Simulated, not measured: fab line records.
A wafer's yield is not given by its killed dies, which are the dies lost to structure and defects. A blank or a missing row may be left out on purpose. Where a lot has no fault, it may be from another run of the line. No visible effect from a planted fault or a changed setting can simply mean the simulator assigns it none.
Lot-split experiment / flow n5Finfet / on a route of 1938 steps: 7 lots, 39 wafers read

== THE SPLIT ITSELF ==
At N5_FIN_CUT_CUT_ETCH_15 (etches Si in HBr/Cl2/O2, target depth 100 nm, bt time 10 s, time 42.4 s), the setting timeS was moved away from the recipe's 42.4 s on 18 of the 39 wafers read, by -16.4% to +20.3%. All remaining wafers had this setting at the recipe value.

Reading taken at the split's own step.

== THE READING ==
SOC_of_FIN_CUT_COAT_18.thkNm (the simulator's own value, which no gauge read), in nm, at N5_FIN_CUT_CUT_ETCH_15 (etches Si in HBr/Cl2/O2, target depth 100 nm, bt time 10 s, time 42.4 s). No usual value for it is given in the file. The 21 wafers here that ran the recipe average 169.7 nm, standard deviation 0.94 nm.

wafer=L076.1; tool, chamber at the split=rieSi-05, 1; timeS as run, s=42.4; against the recipe=recipe; SOC_of_FIN_CUT_COAT_18.thkNm, nm=171.4; against lot-mates on the recipe=-
wafer=L076.2; tool, chamber at the split=rieSi-05, 2; timeS as run, s=42.4; against the recipe=recipe; SOC_of_FIN_CUT_COAT_18.thkNm, nm=171; against lot-mates on the recipe=-
wafer=L076.3; tool, chamber at the split=rieSi-05, 0; timeS as run, s=42.4; against the recipe=recipe; SOC_of_FIN_CUT_COAT_18.thkNm, nm=171.2; against lot-mates on the recipe=-
wafer=L076.4; tool, chamber at the split=rieSi-05, 3; timeS as run, s=36.15; against the recipe=-14.7%; SOC_of_FIN_CUT_COAT_18.thkNm, nm=176.2; against lot-mates on the recipe=+5.0
wafer=L076.5; tool, chamber at the split=rieSi-05, 3; timeS as run, s=36.15; against the recipe=-14.7%; SOC_of_FIN_CUT_COAT_18.thkNm, nm=176.4; against lot-mates on the recipe=+5.2
wafer=L076.6; tool, chamber at the split=rieSi-05, 0; timeS as run, s=36.15; against the recipe=-14.7%; SOC_of_FIN_CUT_COAT_18.thkNm, nm=177.2; against lot-mates on the recipe=+6.0
wafer=L077.1; tool, chamber at the split=rieSi-02, 2; timeS as run, s=42.4; against the recipe=recipe; SOC_of_FIN_CUT_COAT_18.thkNm, nm=170.2; against lot-mates on the recipe=-
wafer=L077.3; tool, chamber at the split=rieSi-02, 3; timeS as run, s=42.4; against the recipe=recipe; SOC_of_FIN_CUT_COAT_18.thkNm, nm=169.6; against lot-mates on the recipe=-
wafer=L077.4; tool, chamber at the split=rieSi-02, 0; timeS as run, s=42.4; against the recipe=recipe; SOC_of_FIN_CUT_COAT_18.thkNm, nm=169.6; against lot-mates on the recipe=-
wafer=L082.1; tool, chamber at the split=rieSi-05, 0; timeS as run, s=37.15; against the recipe=-12.4%; SOC_of_FIN_CUT_COAT_18.thkNm, nm=174.4; against lot-mates on the recipe=+4.9
wafer=L082.2; tool, chamber at the split=rieSi-05, 3; timeS as run, s=37.15; against the recipe=-12.4%; SOC_of_FIN_CUT_COAT_18.thkNm, nm=173.8; against lot-mates on the recipe=+4.3
wafer=L082.3; tool, chamber at the split=rieSi-05, 2; timeS as run, s=42.4; against the recipe=recipe; SOC_of_FIN_CUT_COAT_18.thkNm, nm=169.8; against lot-mates on the recipe=-
wafer=L082.4; tool, chamber at the split=rieSi-05, 1; timeS as run, s=42.4; against the recipe=recipe; SOC_of_FIN_CUT_COAT_18.thkNm, nm=169; against lot-mates on the recipe=-
wafer=L082.5; tool, chamber at the split=rieSi-05, 0; timeS as run, s=37.15; against the recipe=-12.4%; SOC_of_FIN_CUT_COAT_18.thkNm, nm=174; against lot-mates on the recipe=+4.5
wafer=L082.6; tool, chamber at the split=rieSi-05, 1; timeS as run, s=42.4; against the recipe=recipe; SOC_of_FIN_CUT_COAT_18.thkNm, nm=169.6; against lot-mates on the recipe=-
wafer=L084.1; tool, chamber at the split=rieSi-02, 1; timeS as run, s=42.4; against the recipe=recipe; SOC_of_FIN_CUT_COAT_18.thkNm, nm=167.8; against lot-mates on the recipe=-
wafer=L084.2; tool, chamber at the split=rieSi-02, 0; timeS as run, s=42.4; against the recipe=recipe; SOC_of_FIN_CUT_COAT_18.thkNm, nm=168.4; against lot-mates on the recipe=-
wafer=L084.3; tool, chamber at the split=rieSi-02, 3; timeS as run, s=50.99; against the recipe=+20.3%; SOC_of_FIN_CUT_COAT_18.thkNm, nm=160.2; against lot-mates on the recipe=-7.9
wafer=L084.4; tool, chamber at the split=rieSi-02, 1; timeS as run, s=50.99; against the recipe=+20.3%; SOC_of_FIN_CUT_COAT_18.thkNm, nm=161.4; against lot-mates on the recipe=-6.7
wafer=L084.5; tool, chamber at the split=rieSi-02, 3; timeS as run, s=50.99; against the recipe=+20.3%; SOC_of_FIN_CUT_COAT_18.thkNm, nm=160.6; against lot-mates on the recipe=-7.5
wafer=L084.6; tool, chamber at the split=rieSi-02, 0; timeS as run, s=42.4; against the recipe=recipe; SOC_of_FIN_CUT_COAT_18.thkNm, nm=168.2; against lot-mates on the recipe=-
wafer=L088.1; tool, chamber at the split=rieSi-02, 1; timeS as run, s=42.4; against the recipe=recipe; SOC_of_FIN_CUT_COAT_18.thkNm, nm=169.6; against lot-mates on the recipe=-
wafer=L088.2; tool, chamber at the split=rieSi-02, 3; timeS as run, s=35.44; against the recipe=-16.4%; SOC_of_FIN_CUT_COAT_18.thkNm, nm=176.6; against lot-mates on the recipe=+6.7
wafer=L088.3; tool, chamber at the split=rieSi-02, 0; timeS as run, s=42.4; against the recipe=recipe; SOC_of_FIN_CUT_COAT_18.thkNm, nm=169; against lot-mates on the recipe=-
wafer=L088.4; tool, chamber at the split=rieSi-02, 2; timeS as run, s=42.4; against the recipe=recipe; SOC_of_FIN_CUT_COAT_18.thkNm, nm=171.2; against lot-mates on the recipe=-
wafer=L088.5; tool, chamber at the split=rieSi-02, 0; timeS as run, s=35.44; against the recipe=-16.4%; SOC_of_FIN_CUT_COAT_18.thkNm, nm=175.8; against lot-mates on the recipe=+5.9
wafer=L088.6; tool, chamber at the split=rieSi-02, 3; timeS as run, s=35.44; against the recipe=-16.4%; SOC_of_FIN_CUT_COAT_18.thkNm, nm=176.4; against lot-mates on the recipe=+6.5
wafer=L091.1; tool, chamber at the split=rieSi-02, 2; timeS as run, s=47.24; against the recipe=+11.4%; SOC_of_FIN_CUT_COAT_18.thkNm, nm=166; against lot-mates on the recipe=-3.5
wafer=L091.2; tool, chamber at the split=rieSi-02, 3; timeS as run, s=42.4; against the recipe=recipe; SOC_of_FIN_CUT_COAT_18.thkNm, nm=170; against lot-mates on the recipe=-
wafer=L091.3; tool, chamber at the split=rieSi-02, 1; timeS as run, s=47.24; against the recipe=+11.4%; SOC_of_FIN_CUT_COAT_18.thkNm, nm=165.2; against lot-mates on the recipe=-4.3
wafer=L091.4; tool, chamber at the split=rieSi-02, 0; timeS as run, s=42.4; against the recipe=recipe; SOC_of_FIN_CUT_COAT_18.thkNm, nm=169; against lot-mates on the recipe=-
wafer=L091.5; tool, chamber at the split=rieSi-02, 0; timeS as run, s=42.4; against the recipe=recipe; SOC_of_FIN_CUT_COAT_18.thkNm, nm=169.4; against lot-mates on the recipe=-
wafer=L091.6; tool, chamber at the split=rieSi-02, 3; timeS as run, s=47.24; against the recipe=+11.4%; SOC_of_FIN_CUT_COAT_18.thkNm, nm=165.2; against lot-mates on the recipe=-4.3
wafer=L095.1; tool, chamber at the split=rieSi-02, 2; timeS as run, s=42.4; against the recipe=recipe; SOC_of_FIN_CUT_COAT_18.thkNm, nm=169.8; against lot-mates on the recipe=-
wafer=L095.2; tool, chamber at the split=rieSi-02, 3; timeS as run, s=38.43; against the recipe=-9.4%; SOC_of_FIN_CUT_COAT_18.thkNm, nm=173.6; against lot-mates on the recipe=+3.9
wafer=L095.3; tool, chamber at the split=rieSi-02, 1; timeS as run, s=38.43; against the recipe=-9.4%; SOC_of_FIN_CUT_COAT_18.thkNm, nm=173.2; against lot-mates on the recipe=+3.5
wafer=L095.4; tool, chamber at the split=rieSi-02, 0; timeS as run, s=38.43; against the recipe=-9.4%; SOC_of_FIN_CUT_COAT_18.thkNm, nm=174; against lot-mates on the recipe=+4.3
wafer=L095.5; tool, chamber at the split=rieSi-02, 0; timeS as run, s=42.4; against the recipe=recipe; SOC_of_FIN_CUT_COAT_18.thkNm, nm=169.6; against lot-mates on the recipe=-
wafer=L095.6; tool, chamber at the split=rieSi-02, 1; timeS as run, s=42.4; against the recipe=recipe; SOC_of_FIN_CUT_COAT_18.thkNm, nm=169.6; against lot-mates on the recipe=-

FIT RESULTS
A straight line over all 39 wafers: SOC_of_FIN_CUT_COAT_18.thkNm changes by -0.419 nm for each +1% of timeS; r = -0.98; the points scatter about the line by 0.85 nm.
The same after taking each lot's own level away (the mean of its wafers on the recipe; 39 wafers): -0.372 nm for each +1%; r = -0.99; scatter 0.45 nm.
On that fit, the largest move of timeS shifts the reading by 7.5 nm.
Across the lots, their own levels run from 168.13 to 171.20 nm, a range of 3.3 times the standard deviation given above.
Thus the slope moves with the lot-to-lot level: the two fits are different.
Check: for one of the wafers moved furthest among these (+20.3%), held out of the fit, the line's prediction against its lot-mates is -7.36 nm. It came out at -7.93 nm against them.

== THE OTHER SPLITS THESE WAFERS WENT THROUGH ==
Before the reading, these wafers also passed through other splits. Each is held against what the fit with the lots' levels taken away leaves over:
other split on the same wafers=N5_FIN_SAQP_EXPOSE_13 doseMj; wafers away from the commonest value=12; r with SOC_of_FIN_CUT_COAT_18.thkNm (lot level and that fit taken away)=+0.19
other split on the same wafers=N5_FIN_SAQP_MANDREL_ETCH_22 targetDepthA; wafers away from the commonest value=15; r with SOC_of_FIN_CUT_COAT_18.thkNm (lot level and that fit taken away)=-0.14

== THE WHOLE CHAIN: every reading that the file lists as answering this split, in the file's order ==
step=N5_FIN_CUT_CUT_ETCH_15; what it does=etches Si in HBr/Cl2/O2, target depth 100 nm, bt time 10 s, time 42.4 s; reading=FIN_CUT.featureDepthNm (the simulator's own value, which no gauge read); change (the file's fit)=+0.979 nm for each +1% of the setting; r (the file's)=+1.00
step=N5_FIN_CUT_CUT_ETCH_15; what it does=etches Si in HBr/Cl2/O2, target depth 100 nm, bt time 10 s, time 42.4 s; reading=etch.depthNm (the simulator's own value, which no gauge read); change (the file's fit)=+0.978 nm for each +1% of the setting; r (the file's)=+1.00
step=N5_FIN_CUT_CUT_ETCH_15; what it does=etches Si in HBr/Cl2/O2, target depth 100 nm, bt time 10 s, time 42.4 s; reading=SOC_of_FIN_CUT_COAT_18.thkNm (the simulator's own value, which no gauge read); change (the file's fit)=-0.373 nm for each +1% of the setting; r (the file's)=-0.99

== FILE'S OWN FIT ==
SOC_of_FIN_CUT_COAT_18.thkNm changes by -0.373 nm for each +1% of timeS, r = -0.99.
